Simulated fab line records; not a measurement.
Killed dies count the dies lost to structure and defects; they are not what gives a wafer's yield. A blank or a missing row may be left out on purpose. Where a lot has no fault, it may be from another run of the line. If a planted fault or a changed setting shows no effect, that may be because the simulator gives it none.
Matching of chambers    flow nand_harc    cmp-03 running NHARC_A_STAIRCASE_CMP_152: 4 sister chambers
The step polishes. 4 wafers are shown with their chamber, then 7 later ones without.

## WAFERS WITH THEIR CHAMBER
wafer   chamber  motor_current_A (A)
L083.2  1        11.9
L086.5  0        12.7
L087.1  3        10.7
L087.2  2        15.0

## WAFERS WITH NO CHAMBER GIVEN
wafer   motor_current_A (A)
L087.4  11.4
L090.1  11.8
L090.3  14.6
L090.6  12.8
L096.1  11.6
L096.2  11.5
L096.5  12.6

## THE CHAMBER EACH PASSED THROUGH
wafer   from the rows above      in truth
L087.4  can't be placed: 1 or 3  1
L090.1  1                        1
L090.3  2                        2
L090.6  0                        0
L096.1  can't be placed: 1 or 3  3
L096.2  can't be placed: 1 or 3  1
L096.5  can't be placed: 0 or 1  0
3 of 7 placed correctly. These rows do not allow placing 4 (true chamber among the candidates in 4). 0 placed wrongly.
How it was worked out, from the rows above alone: a wafer's distance from a chamber is the root of the sum, over the readings, of the square of ((its reading less the chamber's mean) divided by the reading's scatter). The wafer belongs to the nearest chamber; if the next one is less than 2 further off, it can't be placed. Each chamber's mean is taken over the wafers shown for it. The scatter: with one shown wafer a chamber, the root of the mean of the squares of how far each hidden wafer lies from its nearest shown one.
